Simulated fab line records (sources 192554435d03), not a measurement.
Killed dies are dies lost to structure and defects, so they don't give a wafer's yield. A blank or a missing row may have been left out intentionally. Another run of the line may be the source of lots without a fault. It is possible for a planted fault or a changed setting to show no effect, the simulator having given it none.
fab line records | flow n5_finfet
record: lots: 5 wafers: 15 last_day: 19
route steps=1938 shown HKMG_FIN@430 PASSIVATION@1936
lots with no fault: from the same line, run without faults
start_h: hours from the record's first day to the start of the lot's first wafer shown | wait_h: time in hours since the lot's previous step | " identical to the entry in the row above | L1.1+2: several wafers, shown together as one row | - no value present, or no start provided | * or withheld: withheld | < > ~ a bound
route shown NAME@n: names a module that has steps shown in the file, with the first one's number in the route | usual: the fault-free wafers' mean and standard deviation | same: alike in all rows | chamber/n: place in a boat | sites: readings site by site | _std_site: how widely they spread, as a standard deviation | _edge_site: mean of outer sites minus mean of inner sites | radius_mm: how far each site lies from the wafer's centre | mask NAME#n: copy n | behind: tool/chamber where the wafer was last shaped | hold: what put the lot on hold/how long, in hours/how the hold closed | device: which transistor (n, p or np) failed to switch | end of line: tests run on the same wafers once the route is complete | step lacking rows: just its recipe | killed: dies lost to structure and defects at the first sort, not the wafer's yield | map: the dies of a wafer, with x for killed, . for not killed, _ for no die there
set.NAME: setting as actually run; set.NAME@STEP: the setting as run at that earlier step | model.NAME: the simulator's own value behind a step, which no gauge read
lots seen at some steps along the route; tables by step, rows by wafer
services: a tool's chamber out of use, with start hour (start_h, from the record's first day; less than 0 if before it), hours out, and reason
== steps ==
step: N5_HKMG_FIN_CD_MEAS_12
recipe: target_cd_nm: 92.8 landing_energy_ev: 500 detector: se_inlens
usual: cd_nm: 93.2/0.48
columns lot.wafer tool chamber start_h wait_h cd_nm
L439.1 cd_sem-02 0 75.68 - 92.7
L439.2 " 0 " " 92.4
L439.6 " 0 " " 92.6
L449.1 cd_sem-01 0 146.99 - 93.1
L449.2 " 0 " " 92.9
L449.4 " 0 " " 93.1
L454.1 cd_sem-02 0 176.90 - 94.0
L454.3 " 0 " " 93.7
L454.6 " 0 " " 93.9
L458.1 cd_sem-02 0 203.63 - 93.1
L458.2 " 0 " " 93.2
L458.4 " 0 " " 93.0
L462.3 cd_sem-02 0 214.96 - 92.9
L462.4 " 0 " " 93.7
L462.5 " 0 " " 93.4
step: N5_HKMG_FIN_OVL_MEAS_13
recipe: points_per_wafer: 44
usual: NWFM_OVL: -0.3/0.68
columns lot.wafer tool chamber start_h wait_h NWFM_OVL[nm]
L439.1 overlay-02 0 75.71 0.0 -2.0
L439.2 " 0 " " -0.4
L439.6 " 0 " " -1.6
L449.1 overlay-01 0 147.02 0.0 0.4
L449.2 " 0 " " 0.1
L449.4 " 0 " " 0.0
L454.1 overlay-01 0 176.93 0.0 -0.8
L454.3 " 0 " " -1.3
L454.6 " 0 " " 0.7
L458.1 overlay-02 0 203.66 0.0 -0.7
L458.2 " 0 " " -1.0
L458.4 " 0 " " -0.7
L462.3 overlay-01 0 214.99 0.0 -0.3
L462.4 " 0 " " -0.1
L462.5 " 0 " " -1.2
step: N5_HKMG_FIN_INSPECT_14
recipe: mode: adi inspect_instrument: macro
usual: raw_defect_count: 2.3/1.5
columns lot.wafer tool chamber start_h wait_h raw_defect_count
L439.1 defect_inspect-02 - 75.73 0.0 0
L439.2 " - " " 1
L439.6 " - " " 0
L449.1 defect_inspect-02 - 147.04 0.0 2
L449.2 " - " " 5
L449.4 " - " " 2
L454.1 defect_inspect-02 - 176.95 0.0 3
L454.3 " - " " 5
L454.6 " - " " 1
L458.1 defect_inspect-02 - 203.68 0.0 2
L458.2 " - " " 4
L458.4 " - " " 2
L462.3 defect_inspect-02 - 215.01 0.0 3
L462.4 " - " " 2
L462.5 " - " " 5
step: N5_HKMG_FIN_DESCUM_17
recipe: chemistry: O2 time_s: 7.9 source_power_w: 50 bias_power_w: 20 pressure_mtorr: 20 rf_frequency_hz: 2.712e+07 temp_c: 40 resist: CAR-ArF o2_flow_sccm: 225
step: N5_HKMG_FIN_ETCH_31
recipe: chemistry: CF4 target: SiARC target_depth_a: 455 mask_material: CAR-ArF time_s: 75.8 ion_energy_ev: 80 pressure_mtorr: 40 source_w: 545 bias_w: 36 Ar_flow_sccm: 100 cf4_flow_sccm: 100 ends: cleared
step: N5_HKMG_FIN_ETCH_32
recipe: chemistry: N2/H2 target: SOC target_depth_a: 2400 temp_c: 40 time_s: 300 ion_energy_ev: 200 mask_material: SiARC pressure_mtorr: 30 source_w: 840 bias_w: 150 n2_flow_sccm: 200 h2_flow_sccm: 200
usual: drypump_motor_current_A: 5.8/0.41 h2_flow_sccm: 200.0/0.59 n2_flow_sccm: 200.0/0.61 oes_product_au: 0.75/0.062 rf_vpp_V: 524.6/1.6 showerhead_plenum_p_Torr: 2.57/0.053 throttle_valve_pct: 17.80/0.18
columns lot.wafer tool chamber start_h wait_h drypump_motor_current_A h2_flow_sccm n2_flow_sccm oes_product_au rf_hours_counter_h rf_vpp_V showerhead_plenum_p_Torr throttle_valve_pct
L439.1 rie_diel-05 1 75.86 0.0 6.3 199.7 198.9 0.94 8 521.9 2.50 17.38
L439.2 " 2 " " 5.7 200.3 199.6 0.75 166 526.1 2.53 17.61
L439.6 " 2 " " 5.7 201.0 200.7 0.75 - 523.5 2.53 17.60
L449.1 rie_diel-02 1 148.90 0.0 5.7 200.1 200.6 0.75 161 523.4 2.54 17.92
L449.2 " 2 " " 4.9 199.1 199.6 0.76 147 524.3 2.54 18.10
L449.4 " 3 " " 5.8 200.3 200.4 0.71 215 527.0 2.62 18.05
L454.1 rie_diel-02 1 177.08 0.0 5.7 200.2 198.6 0.74 173 524.1 2.54 17.97
L454.3 " 3 " " 5.8 199.7 200.6 0.71 224 525.6 2.62 18.06
L454.6 " 1 " " 5.7 200.1 199.3 0.74 - 524.2 2.54 17.95
L458.1 rie_diel-05 2 204.15 0.0 5.7 200.3 200.3 0.72 206 523.2 2.52 17.69
L458.2 " 3 " " 5.5 199.8 199.6 0.73 176 526.6 2.64 17.80
L458.4 " 0 " " 6.1 199.4 200.2 0.75 139 524.5 2.55 17.86
L462.3 rie_diel-04 0 215.14 0.0 6.0 199.4 200.1 0.67 237 522.8 2.51 17.83
L462.4 " 3 " " 5.3 199.8 200.6 0.66 229 527.0 2.61 18.06
L462.5 " 1 " " 5.3 200.9 200.1 0.68 - 525.1 2.62 17.83
step: N5_HKMG_FIN_STRIP_33
recipe: chemistry: N2/H2 temp_c: 40 n2_flow_sccm: 200 h2_flow_sccm: 200 rf_frequency_hz: 6e+07
step: N5_HKMG_FIN_STRIP_34
recipe: chemistry: CF4 resist: SiARC power_w: 300 bias_power_w: 75 pressure_mtorr: 50 cf4_flow_sccm: 150 rf_frequency_hz: 6e+07
usual: drypump_motor_current_A: 5.8/0.41 oes_product_au: 0.74/0.058 rf_vpp_V: 271.4/1.1 showerhead_plenum_p_Torr: 1.81/0.034 throttle_valve_pct: 13.58/0.16
columns lot.wafer tool chamber start_h wait_h drypump_motor_current_A oes_product_au rf_hours_counter_h rf_vpp_V showerhead_plenum_p_Torr throttle_valve_pct
L439.1 rie_diel-05 1 76.05 0.0 6.3 0.91 8 270.0 1.77 13.21
L439.2 " 2 " " 5.7 0.74 166 269.9 1.79 13.42
L439.6 " 2 " " 5.7 0.74 - 271.3 1.79 13.41
L449.1 rie_diel-02 1 149.09 0.0 5.6 0.74 161 271.9 1.79 13.69
L449.2 " 2 " " 4.8 0.74 147 270.5 1.80 13.77
L449.4 " 3 " " 5.8 0.70 215 273.5 1.84 13.78
L454.1 rie_diel-02 1 177.27 0.0 5.7 0.73 173 271.6 1.79 13.71
L454.3 " 3 " " 5.8 0.70 225 271.0 1.84 13.81
L454.6 " 1 " " 5.6 0.73 - 270.4 1.79 13.71
L458.1 rie_diel-05 2 204.34 0.0 5.7 0.71 206 271.6 1.77 13.51
L458.2 " 3 " " 5.5 0.73 176 272.9 1.86 13.60
L458.4 " 0 " " 6.1 0.74 139 272.0 1.80 13.61
L462.3 rie_diel-04 0 215.33 0.0 6.0 0.67 237 269.5 1.77 13.62
L462.4 " 3 " " 5.3 0.68 229 271.2 1.85 13.84
L462.5 " 1 " " 5.3 0.69 - 272.4 1.84 13.63
step: N5_HKMG_FIN_ETCH_35
recipe: chemistry: N2/H2 target: SOC target_depth_a: 2158 ion_energy_ev: 65 bias_w: 5 source_w: 3000 time_s: 243.4 pressure_mtorr: 30 n2_flow_sccm: 200 h2_flow_sccm: 200
usual: drypump_motor_current_A: 5.8/0.41 h2_flow_sccm: 200.0/0.56 n2_flow_sccm: 200.1/0.63 oes_product_au: 0.75/0.062 rf_vpp_V: 141.7/0.98 showerhead_plenum_p_Torr: 2.57/0.053 throttle_valve_pct: 17.81/0.18
columns lot.wafer tool chamber start_h wait_h drypump_motor_current_A h2_flow_sccm n2_flow_sccm oes_product_au rf_hours_counter_h rf_vpp_V showerhead_plenum_p_Torr throttle_valve_pct
L439.1 rie_diel-05 1 76.07 0.0 6.3 200.5 199.4 0.93 8 141.6 2.50 17.38
L439.2 " 2 " " 5.7 200.2 200.9 0.75 166 140.9 2.53 17.63
L439.6 " 2 " " 5.7 200.1 199.9 0.75 - 141.9 2.53 17.62
L449.1 rie_diel-02 1 149.11 0.0 5.7 200.3 200.5 0.75 161 142.3 2.54 17.93
L449.2 " 2 " " 4.9 199.7 200.0 0.75 147 141.2 2.54 18.12
L449.4 " 3 " " 5.8 199.3 199.5 0.71 215 143.2 2.62 18.05
L454.1 rie_diel-02 1 177.29 0.0 5.7 200.7 200.0 0.74 173 141.1 2.54 17.95
L454.3 " 3 " " 5.8 198.7 200.7 0.70 225 141.4 2.62 18.06
L454.6 " 1 " " 5.7 200.8 200.7 0.74 - 142.7 2.54 17.96
L458.1 rie_diel-05 2 204.36 0.0 5.7 200.0 199.9 0.72 207 141.8 2.52 17.68
L458.2 " 3 " " 5.5 201.4 201.4 0.73 176 142.3 2.64 17.80
L458.4 " 0 " " 6.1 200.2 199.5 0.74 139 140.9 2.55 17.85
L462.3 rie_diel-04 0 215.35 0.0 6.0 200.4 199.4 0.67 238 140.6 2.51 17.83
L462.4 " 3 " " 5.3 199.6 199.8 0.67 229 141.6 2.61 18.06
L462.5 " 1 " " 5.4 200.2 199.6 0.69 - 142.0 2.62 17.85
step: N5_HKMG_FIN_STRIP_92
recipe: chemistry: N2/H2 material: SOC time_s: 20 power_w: 500 temp_c: 40 pressure_mtorr: 50 rf_frequency_hz: 6e+07 bias_power_w: 8 h2_frac: 0.5 n2_flow_sccm: 300 h2_flow_sccm: 300
usual: drypump_motor_current_A: 5.8/0.41 h2_flow_sccm: 300.0/0.83 n2_flow_sccm: 299.9/0.91 oes_product_au: 0.75/0.061 rf_vpp_V: 54.3/0.95 showerhead_plenum_p_Torr: 3.39/0.068 throttle_valve_pct: 19.0/0.3
columns lot.wafer tool chamber start_h wait_h drypump_motor_current_A h2_flow_sccm n2_flow_sccm oes_product_au rf_hours_counter_h rf_vpp_V showerhead_plenum_p_Torr throttle_valve_pct
L439.1 rie_diel-05 1 76.22 0.1 6.3 299.0 299.9 0.93 8 54.7 3.30 18.2
L439.2 " 2 " " 5.7 299.6 300.0 0.75 166 55.1 3.35 18.8
L439.6 " 2 " " 5.7 300.4 299.4 0.75 - 55.1 3.35 18.8
L449.1 rie_diel-02 1 149.26 0.1 5.7 300.4 301.2 0.74 161 54.4 3.36 19.0
L449.2 " 2 " " 4.9 299.3 301.1 0.75 147 54.3 3.36 19.5
L449.4 " 3 " " 5.8 299.1 299.2 0.71 215 54.6 3.46 19.3
L454.1 rie_diel-02 1 177.44 0.1 5.7 298.5 297.9 0.73 173 55.4 3.35 19.0
L454.3 " 3 " " 5.8 299.9 300.5 0.70 225 53.1 3.46 19.4
L454.6 " 1 " " 5.7 299.2 297.6 0.74 - 54.4 3.35 19.1
L458.1 rie_diel-05 2 204.51 0.1 5.7 299.2 300.1 0.72 207 54.1 3.33 18.8
L458.2 " 3 " " 5.5 302.0 299.5 0.74 177 53.5 3.48 18.9
L458.4 " 0 " " 6.1 299.8 300.5 0.74 139 54.8 3.36 19.0
L462.3 rie_diel-04 0 215.50 0.1 6.0 298.2 300.0 0.67 238 54.3 3.32 19.0
L462.4 " 3 " " 5.4 299.3 301.2 0.68 229 54.8 3.45 19.4
L462.5 " 1 " " 5.4 301.3 299.7 0.69 - 54.9 3.46 19.0
step: N5_HKMG_FIN_WET_ETCH_18
recipe: chemistry: SC1 target: TiN mix: 1:1:5 temp_c: * time_s: 55 target_depth_nm: 5.2 dry: ipa_marangoni rinse_time_s: 30 rinse_temp_c: 23
step: N5_HKMG_FIN_STRIP_19
recipe: chemistry: N2/H2 power_w: 2500 temp_c: 300 h2_frac: 0.65 time_s: 360 pressure_mtorr: withheld n2_flow_sccm: 1750 h2_flow_sccm: 3250
usual: drypump_motor_current_A: 5.22/0.22 h2_flow_sccm: 3252/10 heater_power_w: 476/28 n2_flow_sccm: 1750/5.4
columns lot.wafer tool chamber start_h wait_h drypump_motor_current_A h2_flow_sccm heater_power_w n2_flow_sccm rf_hours_counter_h
L439.1 plasma_asher-01 1 76.36 0.0 4.89 3272 442 1748 87
L439.2 " 0 " " 5.34 3242 478 1742 87
L439.6 " 1 " " 4.90 3284 436 1747 -
L449.1 plasma_asher-01 1 149.40 0.0 4.91 3250 436 1745 98
L449.2 " 0 " " 5.36 3260 480 1748 98
L449.4 " 1 " " 4.89 3245 440 1745 -
L454.1 plasma_asher-01 0 177.58 0.0 5.41 3249 473 1755 105
L454.3 " 1 " " 4.90 3262 439 1757 -
L454.6 " 1 " " 4.91 3256 437 1741 -
L458.1 plasma_asher-01 1 204.66 0.0 4.89 3231 437 1751 110
L458.2 " 0 " " 5.39 3266 479 1751 110
L458.4 " 0 " " 5.37 3254 485 1744 -
L462.3 plasma_asher-01 0 215.84 0.2 5.39 3241 483 1750 -
L462.4 " 1 " " 4.89 3249 439 1752 -
L462.5 " 1 " " 4.86 3253 425 1752 -
step: N5_HKMG_FIN_ALD_91
recipe: material: TiN target_thk_a: 10 temp_c: 400 ald_precursor_family: TiCl4 ald_co_reactant: NH3 pulse_time_s: 1 purge_time_s: 3 co_reactant_purge_time_s: 2 co_reactant_pulse_time_s: 2 ald_cycles: 47 pressure_torr: 3
usual: ald_cycles: 47/0 heater_power_w: 895/57 precursor_pulse_height_rel: 0.998/0.022
columns lot.wafer tool chamber start_h wait_h ald_cycles heater_power_w precursor_pulse_height_rel
L439.1 ald_metal-03 2 76.75 0.3 47 878 0.967
L439.2 " 1 " " 47 762 1.021
L439.6 " 1 " " 47 782 0.980
L449.1 ald_metal-03 2 149.79 0.3 44 894 1.044
L449.2 " 0 " " 44 880 0.957
L449.4 " 3 " " 44 922 0.995
L454.1 ald_metal-01 2 177.96 0.3 47 794 0.985
L454.3 " 1 " " 47 829 1.027
L454.6 " 0 " " 47 998 1.006
L458.1 ald_metal-01 0 205.04 0.3 47 962 1.004
L458.2 " 3 " " 47 946 1.024
L458.4 " 2 " " 47 782 0.993
L462.3 ald_metal-01 3 216.10 0.1 47 973 0.984
L462.4 " 2 " " 47 815 0.995
L462.5 " 2 " " 47 806 0.974
step: N5_HKMG_FIN_COAT_85
recipe: resist: SOC temp_c: 250 time_s: 60 spin_rpm: 1500 resist_thk_nm: 300
step: N5_PASSIVATION_PROBE_49
usual: killed_at_M0_to_M3: 37/12 killed_at_M4_up: 15/5.6 killed_at_contacts: 13/6.9 killed_at_front_end: 40/11 killed_at_other: 4/3.2 killed_dies: 109/20 killed_open: 73/15 killed_short: 35/8.3
same: gross_dies: 1180 killed_at_back_side: 0
columns lot.wafer tool chamber start_h wait_h killed_at_M0_to_M3 killed_at_M4_up killed_at_contacts killed_at_front_end killed_at_other killed_dies killed_open killed_short
L449.1 prober-01 - 397.98 0.0 49 11 20 51 7 138 89 49
L449.2 prober-01 - 398.03 0.1 57 5 22 31 1 116 83 33
L449.4 prober-01 - 398.13 0.2 70 11 6 39 3 129 80 45
killed by level:class
L449.1 MOL_CONTACT_COAG:geometric_particle:open=16 BEOL_M2:geometric_particle:open=14 BEOL_M0_SAQP:geometric_particle:open=13 FIN_SAQP:geometric_particle:short=12 STI_FIN_REVEAL:geometric_particle:open=10 FIN_SAQP:geometric_particle:open=8 BEOL_M3:geometric_particle:open=7 BEOL_M0_SAQP:geometric_particle:short=6
L449.2 MOL_CONTACT_COAG:geometric_particle:open=16 BEOL_M3:geometric_particle:open=16 BEOL_M2:geometric_particle:open=14 BEOL_M0_SAQP:geometric_particle:short=8 FIN_SAQP:geometric_particle:open=7 MOL_CONTACT_COAG:geometric_particle:short=6 BEOL_M0:geometric_particle:open=5 BEOL_M2:geometric_particle:short=5
L449.4 BEOL_M3:geometric_particle:open=21 STI_FIN_REVEAL:geometric_particle:open=13 BEOL_M2:geometric_particle:open=12 BEOL_M0_SAQP:geometric_particle:short=11 BEOL_M0_SAQP:geometric_particle:open=11 STI_FIN_REVEAL:geometric_particle:short=7 BEOL_M3:geometric_particle:short=6 GATE_CUT:geometric_particle:short=4
== services ==
columns tool chamber start_h hours kind
ald_metal-01 1 65.44 18.7 repair
rie_diel-02 - 71.96 1.9 repair
ald_metal-01 - 80.07 8.7 pm
rie_diel-02 - 91.19 4.7 repair
plasma_asher-01 - 117.74 3.1 repair
ald_metal-03 - 134.16 8.7 pm
rie_diel-04 1 137.43 26.9 repair
rie_diel-04 - 140.31 15.6 pm
rie_diel-02 - 187.57 0.5 repair
== key ==
first_sign: step: N5_HKMG_FIN_ALD_91 reading: ald_cycles direction: down sigmas: 99+ usual: * struck: *
effect none on later readings
met_at N5_HKMG_FIN_ALD_91
struck_wafers L449.1,L449.2,L449.4
tester_left_out L449
onset_between 76.75 149.79
fault: kind: process_parameter_drift tool: ald_metal-03 chamber: - onset_h: 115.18 steps: N5_HKMG_FIN_ALD_91 channel: ald_cycles offset: * shape: step end_h: 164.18 acts_in: * stated: *
tester_left_out: of these lots the tester's yield and bins aren't shown, on N5 and GAA mostly nor the transistor test; their killed dies are dies lost to structure and defects alone, not to doping, threshold or leakage, so they don't give the yield
